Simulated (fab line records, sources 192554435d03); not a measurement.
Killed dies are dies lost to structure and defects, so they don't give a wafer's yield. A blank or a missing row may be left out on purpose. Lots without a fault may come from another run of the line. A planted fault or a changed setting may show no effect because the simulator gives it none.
fab line records | flow n5_finfet
record lots=24 wafers=72 last_day=19
route steps=1938 shown FIN_CUT@173 STI_FIN_REVEAL@188 DUMMY_GATE@246 SD_EPI_N@272 SD_EPI_P@310
lots that met no fault: from a run of the same line without faults
start_h: hours from the record's first day to the start of the lot's first wafer shown | wait_h: hours since the lot's step before | " the same as in the row above | L1.1+2: a row that stands for several wafers | - no value, or no start given | * or withheld: withheld | < > ~ a bound
route shown NAME@n: a module of which the file shows steps, and the number in the route of the first | usual: mean/standard deviation of fault-free wafers | same: alike in all rows | chamber/n: place in a boat | sites: the reading at each site | _std_site: their standard deviation | _edge_site: outer sites' mean less inner sites' | radius_mm: how far each site lies from the wafer's centre | mask NAME#n: copy n | behind: the tool/chamber that last shaped the wafer | hold: why the lot was held/for how many hours/how that ended | device: the transistor (n, p or np) that didn't switch | end of line: the same wafers' tests at the end of the route | a step without rows: its recipe alone | killed: dies lost to structure and defects at the first sort, not the wafer's yield | map: a wafer's dies, x killed, . not, _ none there
set.NAME: the setting as run; set.NAME@STEP: as run at that earlier step | model.NAME: the simulator's own value behind a step, which no gauge read
steps of the route over a sample of lots; a table a step, a row a wafer
services: from which hour (start_h, from the record's first day; less than 0 if before it) a tool's chamber was out of use, for how many hours, and why
## steps
# step N5_FIN_CUT_CUT_ETCH_26
# recipe chemistry=CH3F/O2 target=SiNx target_depth_a=390 mask_material=SOC time_s=55.7 pressure_mtorr=30 source_w=395 bias_w=73 Ar_flow_sccm=150 CH3F_flow_sccm=30 O2_flow_sccm=20 ion_energy_ev=120
# usual drypump_motor_current_A=5.5/0.35 oes_ar_750_au=0.75/0.055 oes_f_703_au=0.75/0.056 oes_product_au=0.74/0.06 rf_vpp_V=298/6.3 showerhead_plenum_p_Torr=1.99/0.067 throttle_valve_pct=16.44/0.17
# columns lot.wafer tool chamber start_h wait_h drypump_motor_current_A oes_ar_750_au oes_f_703_au oes_product_au rf_hours_counter_h rf_vpp_V showerhead_plenum_p_Torr throttle_valve_pct
L074.1 rie_diel-02 0 27.37 0.0 5.4 0.73 0.72 0.72 201 302 2.06 16.50
L074.4 " 2 " " 5.5 0.74 0.73 0.75 181 309 1.99 16.27
L074.6 " 3 " " 5.7 0.75 0.75 0.75 - 288 1.98 16.49
L075.1 rie_diel-06 1 32.79 0.0 5.6 0.78 0.81 0.78 152 298 1.93 16.29
L075.2 " 0 " " 4.9 0.68 0.67 0.69 240 304 1.97 16.44
L075.6 " 3 " " 5.4 0.77 0.78 0.78 - 301 1.93 16.62
L076.3 rie_diel-06 1 39.66 0.0 5.7 0.79 0.81 0.77 153 299 1.93 16.29
L076.4 " 3 " " 5.3 0.77 0.77 0.77 123 300 1.93 16.64
L076.6 " 3 " " 5.3 0.78 0.77 0.78 - 302 1.93 16.63
L077.4 rie_diel-04 1 46.17 0.0 6.3 0.74 0.75 0.72 192 289 1.92 16.55
L077.5 " 1 " " 6.2 0.74 0.75 0.73 - 291 1.92 16.55
L077.6 " 0 " " 5.8 0.69 0.70 0.67 - 287 1.98 16.47
L078.2 rie_diel-04 0 51.86 0.0 5.8 0.69 0.70 0.67 239 288 1.98 16.46
L078.3 " 3 " " 5.7 0.71 0.73 0.71 201 292 1.97 16.45
L078.6 " 3 " " 5.7 0.71 0.73 0.71 - 291 1.97 16.45
L079.1 rie_diel-04 2 57.11 0.0 5.3 0.76 0.76 0.76 128 302 2.11 16.44
L079.4 " 0 " " 5.8 0.69 0.70 0.67 241 290 1.98 16.47
L079.6 " 3 " " 5.6 0.71 0.74 0.71 - 294 1.97 16.45
L080.2 rie_diel-06 2 62.59 0.0 5.2 0.74 0.76 0.75 174 304 2.08 16.36
L080.4 " 1 " " 5.7 0.78 0.80 0.78 - 300 1.93 16.32
L080.5 " 2 " " 5.2 0.74 0.75 0.75 - 303 2.08 16.38
L081.1 rie_diel-04 2 68.73 0.0 5.2 0.76 0.76 0.75 133 304 2.11 16.49
L081.2 " 3 " " 5.6 0.71 0.73 0.71 207 291 1.97 16.46
L081.6 " 2 " " 5.2 0.77 0.76 0.77 - 304 2.11 16.46
L082.1 rie_diel-02 2 76.67 0.0 5.5 0.73 0.71 0.74 196 308 1.99 16.28
L082.3 " 3 " " 5.7 0.74 0.75 0.74 182 288 1.97 16.51
L082.4 " 0 " " 5.4 0.72 0.71 0.71 216 301 2.05 16.52
L083.2 rie_diel-06 1 80.85 0.0 5.6 0.78 0.79 0.77 166 298 1.93 16.33
L083.3 " 3 " " 5.4 0.76 0.77 0.76 137 301 1.93 16.64
L083.6 " 2 " " 5.2 0.74 0.76 0.73 - 302 2.08 16.37
L084.1 rie_diel-04 3 87.15 0.0 5.7 0.70 0.73 0.69 212 293 1.96 16.46
L084.3 " 2 " " 5.2 0.76 0.76 0.75 138 304 2.10 16.46
L084.4 " 1 " " 6.3 0.73 0.73 0.71 204 290 1.92 16.55
L085.1 rie_diel-04 3 93.33 0.0 5.7 0.70 0.73 0.69 215 291 1.96 16.46
L085.4 " 1 " " 6.3 0.72 0.74 0.71 - 290 1.91 16.56
L085.6 " 2 " " 5.3 0.76 0.75 0.75 - 304 2.10 16.48
L086.2 rie_diel-06 3 103.66 0.0 5.4 0.75 0.75 0.76 145 300 1.92 16.65
L086.4 " 1 " " 5.6 0.77 0.79 0.77 175 301 1.93 16.34
L086.5 " 3 " " 5.4 0.76 0.75 0.76 - 300 1.92 16.67
L087.1 rie_diel-06 3 106.67 0.0 5.3 0.75 0.76 0.76 147 300 1.92 16.68
L087.2 " 2 " " 5.2 0.73 0.74 0.74 191 303 2.07 16.41
L087.5 " 2 " " 5.2 0.73 0.74 0.73 - 304 2.07 16.40
L088.2 rie_diel-02 3 111.77 0.0 5.7 0.74 0.74 0.73 193 288 1.97 16.53
L088.3 " 1 " " 6.0 0.73 0.73 0.73 158 297 1.91 16.06
L088.6 " 2 " " 5.5 0.72 0.71 0.73 - 310 1.98 16.29
L089.2 rie_diel-06 3 121.51 0.0 5.4 0.75 0.75 0.76 152 300 1.92 16.69
L089.3 " 2 " " 5.2 0.74 0.73 0.73 196 303 2.07 16.43
L089.5 " 3 " " 5.4 0.75 0.74 0.75 - 299 1.92 16.69
L090.2 rie_diel-02 1 124.29 0.0 6.0 0.73 0.73 0.72 163 298 1.91 16.07
L090.4 " 3 " " 5.7 0.73 0.73 0.73 198 287 1.97 16.52
L090.6 " 3 " " 5.7 0.72 0.73 0.72 - 288 1.97 16.53
L091.2 rie_diel-06 1 130.57 0.0 5.7 0.76 0.78 0.76 184 299 1.92 16.37
L091.5 " 1 " " 5.7 0.76 0.78 0.76 - 298 1.92 16.36
L091.6 " 2 " " 5.2 0.73 0.74 0.73 - 304 2.07 16.42
L092.1 rie_diel-02 2 137.95 0.0 5.5 0.72 0.71 0.73 217 309 1.98 16.33
L092.2 " 3 " " 5.7 0.73 0.73 0.72 204 288 1.97 16.55
L092.4 " 1 " " 6.0 0.73 0.72 0.73 169 299 1.91 16.08
L093.2 rie_diel-04 1 144.59 0.0 6.3 0.72 0.73 0.70 216 290 1.91 16.61
L093.4 " 3 " " 5.7 0.70 0.72 0.69 224 293 1.96 16.49
L093.6 " 2 " " 5.2 0.75 0.75 0.73 - 304 2.10 16.50
L094.1 rie_diel-02 2 149.96 0.0 5.4 0.71 0.70 0.72 222 308 1.98 16.33
L094.3 " 1 " " 6.0 0.73 0.72 0.71 174 298 1.91 16.09
L094.4 " 0 " " 5.4 0.70 0.68 0.69 244 301 2.05 16.58
L095.2 rie_diel-04 1 156.09 0.0 6.2 0.71 0.73 0.70 220 291 1.91 16.60
L095.5 " 2 " " 5.2 0.75 0.75 0.74 - 302 2.10 16.51
L095.6 " 0 " " 5.8 0.97 0.99 0.98 - 289 1.98 16.05
L096.2 rie_diel-06 3 162.30 0.0 5.3 0.74 0.74 0.74 170 299 1.92 16.70
L096.5 " 2 " " 5.2 0.72 0.73 0.71 - 304 2.07 16.43
L096.6 " 3 " " 5.4 0.73 0.74 0.73 - 303 1.92 16.72
L097.1 rie_diel-04 3 166.09 0.0 5.7 0.69 0.71 0.69 228 294 1.96 16.49
L097.5 " 2 " " 5.2 0.75 0.74 0.73 - 303 2.10 16.51
L097.6 " 3 " " 5.6 0.70 0.71 0.69 - 291 1.96 16.50
# step N5_STI_FIN_REVEAL_THK_MEAS_05
# usual thk_nm=131.8/1.1
# columns lot.wafer tool chamber start_h wait_h thk_nm
L074.1 film_metro-02 - 33.34 - 131.8
L074.4 " - " " 133.9
L074.6 " - " " 130.5
L075.1 film_metro-02 - 38.76 - 132.4
L075.2 " - " " 131.6
L075.6 " - " " 132.8
L076.3 film_metro-01 - 46.17 - 131.9
L076.4 " - " " 133.7
L076.6 " - " " 129.8
L077.4 film_metro-02 - 52.51 - 130.0
L077.5 " - " " 131.5
L077.6 " - " " 132.6
L078.2 film_metro-02 - 57.77 - 132.2
L078.3 " - " " 131.0
L078.6 " - " " 130.4
L079.1 film_metro-02 - 63.01 - 130.6
L079.4 " - " " 130.4
L079.6 " - " " 132.4
L080.2 film_metro-02 - 68.50 - 132.1
L080.4 " - " " 131.8
L080.5 " - " " 132.9
L081.1 film_metro-02 - 74.65 - 131.3
L081.2 " - " " 131.3
L081.6 " - " " 131.9
L082.1 film_metro-02 - 82.62 - 132.6
L082.3 " - " " 131.5
L082.4 " - " " 131.1
L083.2 film_metro-01 - 86.75 - 131.1
L083.3 " - " " 131.8
L083.6 " - " " 131.5
L084.1 film_metro-02 - 93.06 - 132.2
L084.3 " - " " 130.3
L084.4 " - " " 130.2
L085.1 film_metro-01 - 101.67 - 133.2
L085.4 " - " " 133.3
L085.6 " - " " 131.8
L086.2 film_metro-01 - 109.63 - 131.8
L086.4 " - " " 131.0
L086.5 " - " " 132.8
L087.1 film_metro-02 - 112.91 - 130.1
L087.2 " - " " 133.6
L087.5 " - " " 132.5
L088.2 film_metro-02 - 118.42 - 132.7
L088.3 " - " " 131.4
L088.6 " - " " 133.2
L089.2 film_metro-02 - 127.89 - 132.5
L089.3 " - " " 132.4
L089.5 " - " " 132.6
L090.2 film_metro-01 - 131.01 - 132.4
L090.4 " - " " 131.8
L090.6 " - " " 132.4
L091.2 film_metro-01 - 136.94 - 131.9
L091.5 " - " " 132.0
L091.6 " - " " 131.2
L092.1 film_metro-01 - 143.89 - 133.3
L092.2 " - " " 131.8
L092.4 " - " " 132.7
L093.2 film_metro-02 - 150.57 - 131.4
L093.4 " - " " 132.1
L093.6 " - " " 131.0
L094.1 film_metro-01 - 155.95 - 129.2
L094.3 " - " " 130.7
L094.4 " - " " 131.6
L095.2 film_metro-01 - 161.98 - 131.8
L095.5 " - " " 130.4
L095.6 " - " " 132.2
L096.2 film_metro-01 - 168.20 - 132.9
L096.5 " - " " 130.6
L096.6 " - " " 129.5
L097.1 film_metro-02 - 172.34 - 130.9
L097.5 " - " " 131.4
L097.6 " - " " 133.0
# step N5_STI_FIN_REVEAL_DENSIFY_30
# recipe temp_c=* time_s=* ambient=N2 idle_temp_c=600 ramp_up_c_per_s=150 ramp_down_c_per_s=60 cool_to_c=600
# usual lamp_power_pct=11.53/0.058 wafer_temp_C_max=*
# columns lot.wafer tool chamber start_h wait_h lamp_power_pct wafer_temp_C_max
L074.1 rtp_anneal-02 0 33.54 0.2 11.43 *
L074.4 " 0 " " 11.55 *
L074.6 " 0 " " 11.53 *
L075.1 rtp_anneal-01 0 38.79 0.0 11.53 *
L075.2 " 0 " " 11.49 *
L075.6 " 0 " " 11.44 *
L076.3 rtp_anneal-02 0 46.25 0.1 11.38 *
L076.4 " 0 " " 11.56 *
L076.6 " 0 " " 11.56 *
L077.4 rtp_anneal-01 0 52.63 0.1 11.53 *
L077.5 " 0 " " 11.60 *
L077.6 " 0 " " 11.52 *
L078.2 rtp_anneal-02 0 57.84 0.1 11.45 *
L078.3 " 0 " " 11.53 *
L078.6 " 0 " " 11.54 *
L079.1 rtp_anneal-01 0 63.03 0.0 11.61 *
L079.4 " 0 " " 11.51 *
L079.6 " 0 " " 11.52 *
L080.2 rtp_anneal-01 0 68.79 0.3 11.51 *
L080.4 " 0 " " 11.60 *
L080.5 " 0 " " 11.55 *
L081.1 rtp_anneal-01 0 74.76 0.1 11.55 *
L081.2 " 0 " " 11.54 *
L081.6 " 0 " " 11.53 *
L082.1 rtp_anneal-02 0 82.65 0.0 11.46 *
L082.3 " 0 " " 11.49 *
L082.4 " 0 " " 11.50 *
L083.2 rtp_anneal-02 0 86.99 0.2 11.50 *
L083.3 " 0 " " 11.50 *
L083.6 " 0 " " 11.56 *
L084.1 rtp_anneal-01 0 93.18 0.1 11.50 *
L084.3 " 0 " " 11.62 *
L084.4 " 0 " " 11.56 *
L085.1 rtp_anneal-02 0 101.87 0.2 11.59 *
L085.4 " 0 " " 11.47 *
L085.6 " 0 " " 11.51 *
L086.2 rtp_anneal-01 0 110.06 0.4 11.57 *
L086.4 " 0 " " 11.48 *
L086.5 " 0 " " 11.60 *
L087.1 rtp_anneal-01 0 113.20 0.3 11.47 *
L087.2 " 0 " " 11.56 *
L087.5 " 0 " " 11.47 *
L088.2 rtp_anneal-01 0 118.48 0.1 11.52 *
L088.3 " 0 " " 11.52 *
L088.6 " 0 " " 11.59 *
L089.2 rtp_anneal-01 0 127.95 0.1 11.58 *
L089.3 " 0 " " 11.56 *
L089.5 " 0 " " 11.59 *
L090.2 rtp_anneal-02 0 131.07 0.1 11.59 *
L090.4 " 0 " " 11.47 *
L090.6 " 0 " " 11.57 *
L091.2 rtp_anneal-01 0 137.00 0.1 11.57 *
L091.5 " 0 " " 11.38 *
L091.6 " 0 " " 11.60 *
L092.1 rtp_anneal-02 0 143.92 0.0 11.52 *
L092.2 " 0 " " 11.57 *
L092.4 " 0 " " 11.55 *
L093.2 rtp_anneal-02 0 150.69 0.1 11.44 *
L093.4 " 0 " " 11.48 *
L093.6 " 0 " " 11.52 *
L094.1 rtp_anneal-01 0 156.00 0.0 11.55 *
L094.3 " 0 " " 11.48 *
L094.4 " 0 " " 11.52 *
L095.2 rtp_anneal-02 0 162.04 0.1 11.54 *
L095.5 " 0 " " 11.62 *
L095.6 " 0 " " 11.53 *
L096.2 rtp_anneal-01 0 168.26 0.1 11.55 *
L096.5 " 0 " " 11.38 *
L096.6 " 0 " " 11.58 *
L097.1 rtp_anneal-02 0 172.37 0.0 11.42 *
L097.5 " 0 " " 11.45 *
L097.6 " 0 " " 11.46 *
# step N5_DUMMY_GATE_ETCH_32
# recipe chemistry=CF4 target=SiO2 target_depth_a=35 time_s=3.9 ion_energy_ev=350 pressure_mtorr=10 icp_w=800 bias_w=400 cf4_flow_sccm=80
# usual drypump_motor_current_A=5.7/0.35 oes_product_au=1.002/0.023 throttle_valve_pct=21.7/0.32
# columns lot.wafer tool chamber start_h wait_h drypump_motor_current_A oes_product_au rf_hours_counter_h throttle_valve_pct
L074.1 rie_si-02 3 59.31 0.1 6.2 1.019 61 21.8
L074.4 " 2 " " 6.0 1.028 57 21.4
L074.6 " 2 " " 6.0 1.017 - 21.4
L075.1 rie_si-04 3 63.41 0.1 6.1 0.998 57 21.8
L075.2 " 0 " " 5.4 0.993 138 22.0
L075.6 " 2 " " 5.5 1.033 - 21.5
L076.3 rie_si-02 1 63.68 0.1 6.5 0.984 23 21.6
L076.4 " 0 " " 5.8 1.047 133 21.5
L076.6 " 1 " " 6.6 0.998 - 21.6
L078.2 rie_si-04 3 70.84 0.1 6.1 0.993 57 21.8
L078.3 " 1 " " 5.6 0.989 145 21.1
L078.6 " 2 " " 5.5 1.021 - 21.5
L077.4 rie_si-02 2 74.84 0.1 5.9 1.024 57 21.4
L077.5 " 3 " " 6.2 1.014 - 21.8
L077.6 " 0 " " 5.8 1.035 - 21.5
L080.2 rie_si-06 0 82.85 0.1 6.0 0.969 48 22.3
L080.4 " 3 " " 5.6 0.963 15 21.9
L080.5 " 2 " " 5.1 1.008 - 21.9
L079.1 rie_si-04 0 84.55 0.1 5.4 0.997 138 22.0
L079.4 " 3 " " 6.0 0.989 57 21.8
L079.6 " 3 " " 6.0 0.999 - 21.8
L081.1 rie_si-04 0 90.92 0.1 5.4 1.002 138 22.0
L081.2 " 1 " " 5.6 1.007 146 21.1
L081.6 " 0 " " 5.4 1.007 - 22.0
L082.1 rie_si-04 0 97.44 0.1 5.4 0.999 139 22.0
L082.3 " 1 " " 5.6 0.993 146 21.1
L082.4 " 1 " " 5.6 1.003 - 21.2
L083.2 rie_si-04 1 99.74 0.1 5.6 1.009 146 21.1
L083.3 " 3 " " 6.1 1.002 58 21.8
L083.6 " 1 " " 5.6 0.998 - 21.2
L084.1 rie_si-06 3 105.87 0.1 5.7 0.965 15 21.9
L084.3 " 2 " " 5.1 1.028 56 21.9
L084.4 " 0 " " 6.0 0.967 - 22.3
L085.1 rie_si-04 3 114.64 0.1 6.1 1.003 58 21.8
L085.4 " 1 " " 5.6 1.007 146 21.1
L085.6 " 1 " " 5.6 1.005 - 21.1
L086.2 rie_si-02 2 123.43 0.1 5.9 1.001 58 21.4
L086.4 " 3 " " 6.2 1.012 62 21.9
L086.5 " 0 " " 5.8 1.036 - 21.5
L087.1 rie_si-06 3 126.98 0.1 5.7 0.962 15 21.9
L087.2 " 2 " " 5.1 1.023 56 21.9
L087.5 " 2 " " 5.1 1.019 - 21.9
L088.2 rie_si-06 0 132.59 0.1 6.0 0.966 49 22.3
L088.3 " 3 " " 5.6 0.967 15 21.9
L088.6 " 3 " " 5.6 0.972 - 21.9
L089.2 rie_si-06 0 143.43 0.1 6.1 0.968 50 22.3
L089.3 " 3 " " 5.6 0.965 16 21.9
L089.5 " 2 " " 5.1 1.024 - 21.9
L090.2 rie_si-04 0 145.58 0.1 5.4 0.999 139 22.0
L090.4 " 1 " " 5.6 0.996 147 21.2
L090.6 " 3 " " 6.1 0.997 - 21.7
L091.2 rie_si-04 3 149.65 0.1 6.1 1.007 58 21.8
L091.5 " 3 " " 6.1 1.003 - 21.8
L091.6 " 2 " " 5.5 1.022 - 21.4
L092.1 rie_si-06 1 156.81 0.1 5.6 1.013 1 21.8
L092.2 " 3 " " 5.6 0.965 16 21.9
L092.4 " 2 " " 5.1 1.032 57 21.9
L093.2 rie_si-04 2 165.25 0.1 5.5 1.024 59 21.5
L093.4 " 1 " " 5.6 0.998 147 21.1
L093.6 " 0 " " 5.4 0.995 - 22.0
L094.1 rie_si-04 3 168.70 0.1 6.1 1.008 59 21.8
L094.3 " 2 " " 5.5 1.019 59 21.5
L094.4 " 0 " " 5.4 1.002 140 22.0
L095.2 rie_si-06 1 175.74 0.1 5.6 1.012 1 21.8
L095.5 " 1 " " 5.6 1.006 - 21.8
L095.6 " 0 " " 6.0 0.963 - 22.3
L096.2 rie_si-02 2 181.09 0.1 5.9 1.008 59 21.4
L096.5 " 1 " " 6.6 0.983 - 21.6
L096.6 " 0 " " 5.8 1.043 - 21.5
L097.1 rie_si-06 3 184.95 0.1 5.6 0.950 16 21.9
L097.5 " 0 " " 6.0 0.959 - 22.3
L097.6 " 1 " " 5.6 1.015 - 21.8
# step N5_SD_EPI_N_INSPECT_11
# recipe mode=adi inspect_instrument=macro
# usual raw_defect_count=2.0/1.5
# columns lot.wafer tool chamber start_h wait_h raw_defect_count
L074.1 defect_inspect-02 - 60.74 0.0 3
L074.4 " - " " 2
L074.6 " - " " 0
L075.1 defect_inspect-01 - 64.95 0.0 1
L075.2 " - " " 2
L075.6 " - " " 2
L076.3 defect_inspect-02 - 65.11 0.0 2
L076.4 " - " " 8
L076.6 " - " " 3
L078.2 defect_inspect-01 - 72.39 0.0 2
L078.3 " - " " 1
L078.6 " - " " 4
L077.4 defect_inspect-02 - 76.38 0.0 0
L077.5 " - " " 0
L077.6 " - " " 3
L080.2 defect_inspect-02 - 84.28 0.0 0
L080.4 " - " " 0
L080.5 " - " " 3
L079.1 defect_inspect-01 - 86.08 0.0 2
L079.4 " - " " 0
L079.6 " - " " 1
L081.1 defect_inspect-02 - 92.55 0.0 0
L081.2 " - " " 3
L081.6 " - " " 0
L082.1 defect_inspect-02 - 100.41 0.0 3
L082.3 " - " " 1
L082.4 " - " " 1
L083.2 defect_inspect-01 - 101.15 0.0 1
L083.3 " - " " 2
L083.6 " - " " 1
L084.1 defect_inspect-02 - 107.43 0.0 5
L084.3 " - " " 5
L084.4 " - " " 1
L085.1 defect_inspect-02 - 116.24 0.0 3
L085.4 " - " " 1
L085.6 " - " " 3
L086.2 defect_inspect-01 - 125.91 0.0 0
L086.4 " - " " 0
L086.5 " - " " 1
L087.1 defect_inspect-02 - 128.66 0.0 1
L087.2 " - " " 2
L087.5 " - " " 0
L088.2 defect_inspect-01 - 134.29 0.0 2
L088.3 " - " " 3
L088.6 " - " " 4
L089.2 defect_inspect-02 - 145.05 0.0 1
L089.3 " - " " 3
L089.5 " - " " 1
L090.2 defect_inspect-01 - 147.24 0.0 0
L090.4 " - " " 5
L090.6 " - " " 3
L091.2 defect_inspect-02 - 151.30 0.0 3
L091.5 " - " " 1
L091.6 " - " " 3
L092.1 defect_inspect-02 - 158.42 0.0 3
L092.2 " - " " 1
L092.4 " - " " 2
L093.2 defect_inspect-01 - 167.46 0.0 1
L093.4 " - " " 0
L093.6 " - " " 2
L094.1 defect_inspect-01 - 170.33 0.0 3
L094.3 " - " " 4
L094.4 " - " " 3
L095.2 defect_inspect-01 - 177.28 0.0 1
L095.5 " - " " 1
L095.6 " - " " 4
L096.2 defect_inspect-01 - 182.63 0.0 0
L096.5 " - " " 4
L096.6 " - " " 3
L097.1 defect_inspect-01 - 186.92 0.0 4
L097.5 " - " " 1
L097.6 " - " " 0
# step N5_SD_EPI_P_ETCHBACK_46
# recipe chemistry=CH3F/O2 mode=anisotropic_etchback target=SiNx target_depth_a=175 stop_on=SiO2 over_etch_frac=0.3 ion_energy_ev=120 pressure_mtorr=30 source_w=395 bias_w=73 Ar_flow_sccm=150 CH3F_flow_sccm=30 O2_flow_sccm=20
# usual drypump_motor_current_A=5.6/0.32 oes_ar_750_au=0.75/0.066 oes_f_703_au=0.75/0.069 oes_product_au=0.64/0.057 rf_vpp_V=298/6.7 showerhead_plenum_p_Torr=1.98/0.063 throttle_valve_pct=16.40/0.19
# columns lot.wafer tool chamber start_h wait_h drypump_motor_current_A oes_ar_750_au oes_f_703_au oes_product_au rf_hours_counter_h rf_vpp_V showerhead_plenum_p_Torr throttle_valve_pct
L074.1 rie_diel-04 0 66.27 0.0 5.8 0.69 0.70 0.57 244 288 1.98 16.49
L074.4 " 2 " " 5.2 0.77 0.77 0.66 132 305 2.11 16.44
L074.6 " 1 " " 6.2 0.73 0.74 0.61 - 292 1.92 16.55
L075.1 rie_diel-02 3 69.71 0.0 5.7 0.74 0.75 0.64 181 288 1.97 16.49
L075.2 " 2 " " 5.5 0.73 0.72 0.64 194 310 1.99 16.27
L075.6 " 0 " " 5.4 0.72 0.70 0.63 - 302 2.05 16.51
L076.3 rie_diel-06 3 70.02 0.0 5.3 0.76 0.77 0.65 133 299 1.93 16.66
L076.4 " 2 " " 5.2 0.74 0.75 0.63 - 303 2.08 16.35
L076.6 " 3 " " 5.4 0.77 0.76 0.66 - 300 1.93 16.64
L078.2 rie_diel-06 1 77.27 0.0 5.7 0.78 0.79 0.65 165 300 1.93 16.28
L078.3 " 0 " " 4.9 0.67 0.67 0.60 249 304 1.97 16.46
L078.6 " 2 " " 5.2 0.75 0.74 0.63 - 304 2.08 16.37
L077.4 rie_diel-02 3 81.32 0.0 5.7 0.74 0.75 0.63 184 287 1.97 16.50
L077.5 " 0 " " 5.4 0.72 0.70 0.63 - 302 2.05 16.50
L077.6 " 3 " " 5.7 0.74 0.74 0.63 - 287 1.97 16.52
L080.2 rie_diel-02 1 89.85 0.0 6.0 0.75 0.74 0.65 151 297 1.91 16.02
L080.4 " 0 " " 5.4 0.72 0.70 0.62 221 301 2.05 16.52
L080.5 " 0 " " 5.4 0.71 0.70 0.62 - 301 2.05 16.52
L079.1 rie_diel-06 2 90.96 0.0 5.2 0.73 0.74 0.63 185 303 2.07 16.37
L079.4 " 1 " " 5.7 0.77 0.78 0.64 - 299 1.93 16.31
L079.6 " 3 " " 5.3 0.76 0.76 0.65 - 300 1.93 16.65
L081.1 rie_diel-04 1 97.83 0.0 6.3 0.73 0.74 0.60 209 292 1.91 16.57
L081.2 " 2 " " 5.3 0.76 0.75 0.64 143 302 2.10 16.48
L081.6 " 2 " " 5.2 0.76 0.75 0.64 - 303 2.10 16.46
L082.1 rie_diel-02 3 105.78 0.0 5.7 0.73 0.74 0.63 192 288 1.97 16.52
L082.3 " 0 " " 5.5 0.71 0.69 0.62 226 301 2.05 16.53
L082.4 " 1 " " 6.0 0.74 0.73 0.63 156 297 1.91 16.05
L083.2 rie_diel-04 1 105.94 0.0 6.2 0.72 0.73 0.60 213 290 1.91 16.57
L083.3 " 3 " " 5.7 0.70 0.72 0.58 221 293 1.96 16.46
L083.6 " 2 " " 5.2 0.75 0.75 0.65 - 303 2.10 16.48
L084.1 rie_diel-04 2 113.36 0.0 5.2 0.75 0.75 0.64 149 304 2.10 16.45
L084.3 " 3 " " 5.6 0.69 0.72 0.59 223 292 1.96 16.47
L084.4 " 1 " " 6.2 0.72 0.73 0.60 214 291 1.91 16.57
L085.1 rie_diel-02 0 122.14 0.0 5.4 0.71 0.69 0.61 232 300 2.05 16.54
L085.4 " 1 " " 6.0 0.73 0.73 0.63 162 297 1.91 16.05
L085.6 " 0 " " 5.4 0.70 0.69 0.62 - 301 2.05 16.52
L086.2 rie_diel-06 2 131.08 0.0 5.2 0.73 0.73 0.62 200 302 2.07 16.42
L086.4 " 3 " " 5.4 0.74 0.74 0.64 156 299 1.92 16.66
L086.5 " 1 " " 5.6 0.76 0.78 0.64 - 300 1.92 16.32
L087.1 rie_diel-02 0 133.93 0.0 5.4 0.72 0.69 0.61 237 301 2.05 16.56
L087.2 " 1 " " 6.0 0.73 0.73 0.63 166 297 1.91 16.04
L087.5 " 3 " " 5.7 0.72 0.74 0.62 - 286 1.97 16.55
L088.2 rie_diel-06 3 142.34 0.0 5.4 0.74 0.74 0.63 162 301 1.92 16.70
L088.3 " 0 " " 4.9 0.88 0.86 0.77 16 304 1.96 16.05
L088.6 " 2 " " 5.2 0.72 0.73 0.62 - 303 2.07 16.41
L089.2 rie_diel-04 3 150.74 0.0 5.7 0.69 0.72 0.58 227 292 1.96 16.48
L089.3 " 0 " " 5.8 0.98 0.99 0.83 5 291 1.98 16.04
L089.5 " 2 " " 5.2 0.75 0.75 0.65 - 303 2.10 16.48
L090.2 rie_diel-04 2 152.31 0.0 5.2 0.75 0.74 0.65 152 305 2.10 16.48
L090.4 " 3 " " 5.6 0.69 0.71 0.58 227 292 1.96 16.47
L090.6 " 3 " " 5.6 0.69 0.71 0.59 - 292 1.96 16.47
L091.2 rie_diel-02 0 156.07 0.0 5.4 0.70 0.68 0.61 246 301 2.04 16.56
L091.5 " 3 " " 5.7 0.72 0.72 0.61 - 287 1.96 16.55
L091.6 " 2 " " 5.5 0.71 0.69 0.62 - 310 1.98 16.33
L092.1 rie_diel-02 2 164.33 0.0 5.5 0.71 0.69 0.62 227 308 1.98 16.34
L092.2 " 1 " " 6.0 0.73 0.72 0.62 176 297 1.90 16.07
L092.4 " 0 " " 5.4 0.70 0.68 0.61 250 300 2.04 16.57
L093.2 rie_diel-06 3 173.23 0.0 5.4 0.73 0.73 0.63 173 300 1.92 16.71
L093.4 " 0 " " 4.9 0.86 0.84 0.75 27 304 1.96 16.07
L093.6 " 3 " " 5.4 0.74 0.74 0.63 - 301 1.92 16.71
L094.1 rie_diel-04 0 176.13 0.0 5.8 0.95 0.97 0.81 14 290 1.97 16.05
L094.3 " 2 " " 5.2 0.74 0.74 0.64 161 305 2.10 16.49
L094.4 " 1 " " 6.3 0.71 0.72 0.60 - 289 1.91 16.59
L095.2 rie_diel-02 2 182.35 0.0 5.5 0.71 0.69 0.61 233 308 1.98 16.35
L095.5 " 3 " " 5.7 0.71 0.72 0.61 - 288 1.96 16.59
L095.6 " 1 " " 6.0 0.72 0.72 0.62 - 297 1.90 16.10
L096.2 rie_diel-02 3 188.45 0.0 5.7 0.72 0.71 0.61 223 289 1.96 16.58
L096.5 " 2 " " 5.5 0.71 0.69 0.61 - 308 1.97 16.35
L096.6 " 1 " " 6.1 0.71 0.71 0.62 - 297 1.90 16.09
L097.1 rie_diel-02 1 192.28 0.0 6.0 0.72 0.71 0.62 186 297 1.90 16.10
L097.5 " 2 " " 5.5 0.71 0.69 0.62 - 308 1.97 16.36
L097.6 " 1 " " 6.0 0.72 0.71 0.62 - 295 1.90 16.11
## services
# columns tool chamber start_h hours kind
rie_si-06 0 7.61 7.4 repair
rie_diel-02 - 11.09 0.5 repair
rie_diel-02 3 35.64 4.0 repair
rtp_anneal-01 - 36.25 1.1 pm
rie_si-02 - 62.72 0.8 repair
rtp_anneal-02 - 65.01 4.9 pm
rie_diel-02 - 70.01 0.2 repair
rie_si-04 - 74.08 0.7 repair
rie_si-04 2 87.27 5.8 repair
rie_si-04 3 89.37 8.2 repair
rie_si-02 3 98.19 16.3 repair
rie_si-06 3 98.29 6.3 repair
rie_diel-06 0 104.78 5.5 repair
rie_diel-04 - 116.06 28.1 pm
rie_si-06 - 130.95 0.1 repair
rie_si-02 1 131.36 8.1 repair
rie_si-06 - 142.29 0.3 repair
rie_diel-02 1 154.13 5.4 repair
rie_diel-02 0 165.92 - clean
rie_diel-02 0 165.92 - consumable_replace:focus_ring
rie_diel-02 0 165.92 16.7 scheduled_down
rie_diel-04 3 167.41 8.7 repair
rie_diel-02 - 179.40 1.0 repair
rie_diel-06 2 189.08 10.0 repair
## key
fault none
